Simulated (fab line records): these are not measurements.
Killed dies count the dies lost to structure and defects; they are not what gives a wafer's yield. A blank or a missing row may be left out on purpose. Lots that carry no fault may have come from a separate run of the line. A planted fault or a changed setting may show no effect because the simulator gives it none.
The tool behind it: which one? ; flow n5 finfet ; Sampling: 24 lots, 72 wafers, 4 of 1938 route steps

== WHAT EACH GAUGE READ, for each wafer ==
N5_BEOL_M12_RS_MEAS_54: measurement is done with a four-point probe.
lot;measured;on;M12_RS (ohm/sq)
L075;day 10 21:49;film metro-01;0.0613 0.0617 0.0621
L076;day 11 01:17;film metro-02;0.0602 0.0606 0.0618
L074;day 11 01:50;film metro-02;0.0608 0.0610 0.0600
L077;day 11 09:41;film metro-01;0.0603 0.0605 0.0606
L078;day 11 17:45;film metro-01;0.0608 0.0598 0.0616
L079;day 11 23:43;film metro-02;0.0600 0.0611 0.0607
L083;day 12 14:05;film metro-02;0.0606 0.0600 0.0593
L081;day 12 15:19;film metro-02;0.0613 0.0608 0.0607
L082;day 12 21:14;film metro-02;0.0599 0.0600 0.0592
L080;day 13 05:57;film metro-02;0.0604 0.0594 0.0594
L084;day 13 12:03;film metro-02;0.0596 0.0598 0.0599
L085;day 13 12:20;film metro-01;0.0602 0.0606 0.0606
L087;day 13 16:21;film metro-02;0.0603 0.0598 0.0607
L086;day 13 21:38;film metro-01;0.0604 0.0607 0.0601
L088;day 14 05:38;film metro-02;0.0609 0.0607 0.0601
L091;day 14 21:10;film metro-02;0.0598 0.0598 0.0610
L089;day 15 03:28;film metro-02;0.0606 0.0602 0.0611
L090;day 15 04:11;film metro-01;0.0613 0.0613 0.0617
L093;day 15 05:35;film metro-02;0.0603 0.0605 0.0605
L092;day 15 07:40;film metro-02;0.0599 0.0603 0.0601
L094;day 15 15:43;film metro-02;0.0603 0.0604 0.0622
L095;day 16 00:20;film metro-01;0.0610 0.0609 0.0612
L096;day 16 05:23;film metro-01;0.0601 0.0604 0.0590
L097;day 16 06:44;film metro-01;0.0612 0.0626 0.0612

== WHAT TOOL EACH LOT RAN ON (gives the tool, then ch and the chambers of the sampled wafers, and finally the start) ==
lot;N5_BEOL_M12_ETCH_38;N5_BEOL_M12_CMP_49;N5_BEOL_M12_DEP_53
L075;rie diel-04 ch 0,1, day 10 19:34;cmp-01 ch 1,3, day 10 21:24;pecvd-03 ch 0,2, day 10 21:46
L076;rie diel-02 ch 0,3, day 10 20:46;cmp-02 ch 0,1,3, day 11 00:55;pecvd-04 ch 0,2, day 11 01:14
L074;rie diel-02 ch 0,1,3, day 11 00:07;cmp-02 ch 0,1,2, day 11 01:31;pecvd-03 ch 0,1,2, day 11 01:47
L077;rie diel-04 ch 1,3, day 11 07:42;cmp-01 ch 0,2,3, day 11 09:18;pecvd-04 ch 0,1,2, day 11 09:37
L078;rie diel-03 ch 1,3, day 11 15:44;cmp-01 ch 1,2, day 11 17:20;pecvd-01 ch 0,1,2, day 11 17:41
L079;rie diel-04 ch 0,3, day 11 21:23;cmp-02 ch 0,1,2, day 11 23:18;pecvd-01 ch 0,1,2, day 11 23:40
L083;rie diel-02 ch 1,2,3, day 12 12:21;cmp-01 ch 0,1,3, day 12 13:45;pecvd-04 ch 0,1, day 12 14:02
L081;rie diel-03 ch 0,1, day 12 13:10;cmp-01 ch 0,2,3, day 12 15:01;pecvd-01 ch 0,2, day 12 15:15
L082;rie diel-02 ch 0,1,3, day 12 18:57;cmp-02 ch 0,1,2, day 12 20:48;pecvd-03 ch 0,1, day 12 21:10
L080;rie diel-03 ch 0,1,2, day 13 03:33;cmp-02 ch 1,2, day 13 05:34;pecvd-04 ch 0,2, day 13 05:53
L084;rie diel-03 ch 1,2, day 13 10:24;cmp-01 ch 0,3, day 13 11:38;pecvd-03 ch 0,1,2, day 13 11:59
L085;rie diel-03 ch 0,1,2, day 13 10:30;cmp-02 ch 0,2, day 13 11:56;pecvd-03 ch 0,1, day 13 12:16
L087;rie diel-02 ch 0,1,2, day 13 14:29;cmp-01 ch 0,1,3, day 13 15:56;pecvd-04 ch 0,1,2, day 13 16:17
L086;rie diel-04 ch 2,3, day 13 20:06;cmp-01 ch 2,3, day 13 21:15;pecvd-04 ch 1,2, day 13 21:34
L088;rie diel-02 ch 1,2, day 14 03:44;cmp-01 ch 1,2, day 14 05:13;pecvd-04 ch 0,1, day 14 05:35
L091;rie diel-04 ch 1,2,3, day 14 18:35;cmp-01 ch 0,1,3, day 14 20:44;pecvd-04 ch 0,1,2, day 14 21:06
L089;rie diel-03 ch 0,1,2, day 15 01:35;cmp-01 ch 0,2,3, day 15 03:02;pecvd-04 ch 0,1,2, day 15 03:24
L090;rie diel-03 ch 1,2, day 15 02:06;cmp-02 ch 2,3, day 15 03:48;pecvd-03 ch 0,2, day 15 04:07
L093;rie diel-02 ch 0,2, day 15 02:48;cmp-02 ch 1,2,3, day 15 05:13;pecvd-04 ch 0,1, day 15 05:32
L092;rie diel-04 ch 0,1,2, day 15 06:02;cmp-03 ch 0,1,2, day 15 07:14;pecvd-03 ch 0,1,2, day 15 07:35
L094;rie diel-03 ch 0,2,3, day 15 14:05;cmp-01 ch 0,3, day 15 15:20;pecvd-04 ch 0,1,2, day 15 15:40
L095;rie diel-03 ch 0,2,3, day 15 22:25;cmp-02 ch 2,3, day 15 23:55;pecvd-03 ch 0,1,2, day 16 00:17
L096;rie diel-04 ch 0,1,3, day 16 02:31;cmp-01 ch 1,2,3, day 16 05:03;pecvd-01 ch 0,2, day 16 05:20
L097;rie diel-04 ch 1,2,3, day 16 04:44;cmp-02 ch 0,1,3, day 16 06:20;pecvd-04 ch 0,1, day 16 06:40
- N5_BEOL_M12_ETCH_38: etches SiCN in CF4/N2, target depth 68.7 nm, time 73.4 s.
- N5_BEOL_M12_CMP_49: polishes, stops on SiOC, t overpolish 20.6 s, target thk 320 nm.
- N5_BEOL_M12_DEP_53: deposits SiCN from 3MS/NH3, target thk 30 nm, time 10.5 s.

== AS READ BY THE TOOLS THEMSELVES (means over the sampled wafers that have a number; for cases with no such wafer, the mark the record gives instead) ==
N5_BEOL_M12_ETCH_38.
lot;tool;drypump motor current A (A);mfc ar sccm (sccm);oes product au (a.u.);rf vpp V (V);showerhead plenum p Torr (Torr);throttle valve pct (%)
L075;rie diel-04;6.1;100.1;0.86;383.1;2.20;15.44
L076;rie diel-02;5.2;100.2;0.78;383.3;2.23;15.43
L074;rie diel-02;5.3;99.8;0.81;383.4;2.25;15.34
L077;rie diel-04;5.8;99.9;0.79;385.1;2.31;15.45
L078;rie diel-03;5.2;100.1;0.77;382.1;2.20;15.47
L079;rie diel-04;5.7;100.2;0.88;382.2;2.21;15.28
L083;rie diel-02;5.0;99.7;0.78;381.3;2.18;15.35
L081;rie diel-03;5.8;100.0;0.84;384.4;2.27;15.25
L082;rie diel-02;5.3;100.1;0.78;383.6;2.24;15.37
L080;rie diel-03;5.7;100.0;0.85;382.9;2.23;15.23
L084;rie diel-03;5.6;100.0;0.84;382.6;2.21;15.18
L085;rie diel-03;5.7;100.2;0.84;383.2;2.23;15.24
L087;rie diel-02;5.5;100.0;0.83;382.0;2.23;15.26
L086;rie diel-04;5.5;99.9;0.79;383.7;2.28;15.41
L088;rie diel-02;5.3;100.2;0.81;381.4;2.17;15.26
L091;rie diel-04;5.9;99.9;0.75;383.3;2.26;15.59
L089;rie diel-03;5.7;100.0;0.83;381.9;2.23;15.28
L090;rie diel-03;5.6;100.0;0.83;381.5;2.21;15.22
L093;rie diel-02;6.0;100.0;0.84;384.1;2.27;15.26
L092;rie diel-04;6.0;99.6;0.77;382.3;2.21;15.60
L094;rie diel-03;5.4;100.1;0.77;382.5;2.21;15.43
L095;rie diel-03;5.4;100.4;0.77;382.2;2.20;15.43
L096;rie diel-04;5.9;99.8;0.77;383.5;2.24;15.53
L097;rie diel-04;5.9;100.0;0.74;383.6;2.26;15.61

N5_BEOL_M12_CMP_49.
lot;tool;barrier field endpoint s (s);motor current A (A);overpolish run s (s)
L075;cmp-01;30.3;7.0;20.603
L076;cmp-02;31.0;6.2;20.595
L074;cmp-02;30.6;5.7;20.602
L077;cmp-01;29.9;5.8;20.605
L078;cmp-01;30.2;6.2;20.598
L079;cmp-02;31.2;5.5;20.600
L083;cmp-01;29.9;6.7;20.598
L081;cmp-01;29.7;6.0;20.594
L082;cmp-02;30.0;5.6;20.604
L080;cmp-02;30.2;5.6;20.597
L084;cmp-01;30.0;6.0;20.602
L085;cmp-02;30.6;5.3;20.599
L087;cmp-01;30.6;6.2;20.608
L086;cmp-01;31.0;5.6;20.599
L088;cmp-01;30.3;6.5;20.595
L091;cmp-01;30.4;6.9;20.602
L089;cmp-01;31.2;5.7;20.596
L090;cmp-02;30.6;6.9;20.598
L093;cmp-02;30.1;6.2;20.607
L092;cmp-03;30.1;6.4;20.601
L094;cmp-01;31.0;6.1;20.603
L095;cmp-02;29.5;6.1;20.600
L096;cmp-01;29.9;6.5;20.601
L097;cmp-02;30.7;6.2;20.607

N5_BEOL_M12_DEP_53.
lot;tool;showerhead plenum p Torr (Torr);showerhead vpp V (V);throttle valve pct (%)
L075;pecvd-03;4.176;1647;17.5
L076;pecvd-04;4.170;1625;18.0
L074;pecvd-03;4.168;1621;18.6
L077;pecvd-04;4.160;1634;18.1
L078;pecvd-01;4.142;1641;17.9
L079;pecvd-01;4.145;1639;18.1
L083;pecvd-04;4.148;1669;18.7
L081;pecvd-01;4.141;1710;18.2
L082;pecvd-03;4.159;1596;19.8
L080;pecvd-04;4.159;1646;18.5
L084;pecvd-03;4.166;1613;18.8
L085;pecvd-03;4.159;1613;19.0
L087;pecvd-04;4.161;1622;18.2
L086;pecvd-04;4.158;1600;18.0
L088;pecvd-04;4.144;1653;18.8
L091;pecvd-04;4.154;1606;18.2
L089;pecvd-04;4.149;1634;18.3
L090;pecvd-03;4.177;1645;17.6
L093;pecvd-04;4.139;1658;18.5
L092;pecvd-03;4.164;1602;18.9
L094;pecvd-04;4.158;1615;18.3
L095;pecvd-03;4.169;1614;18.8
L096;pecvd-01;4.136;1663;18.1
L097;pecvd-04;4.144;1654;18.5

== THE ANSWER, worked out from the rows above alone ==
Rule: what is usual is taken from the lots themselves. Put in order of their means at a reading, lots are off if they are a third of the lots or fewer, leave a main group of 4 or more, and stand apart from it by a gap of 3 or more times the standard deviation of the main group's means; of several such gaps the widest counts. If all means in a main group match to the digits the tables above print for the reading, that group is not used. Also off: a lot with no number at a reading for which 4 or more lots have one. Any other lot the step has rows for is counted as sound. After the gauges, taken in route order, come the tools' own readings; for these a lot's mean is taken, as printed above. The first step at which some lot is off is used, and at that step the reading that is off furthest; a lot without a number counts as furthest.
Nothing can be told from this: no lot is off at any reading shown.

== WHAT THE SIMULATOR HAD INSERTED ==
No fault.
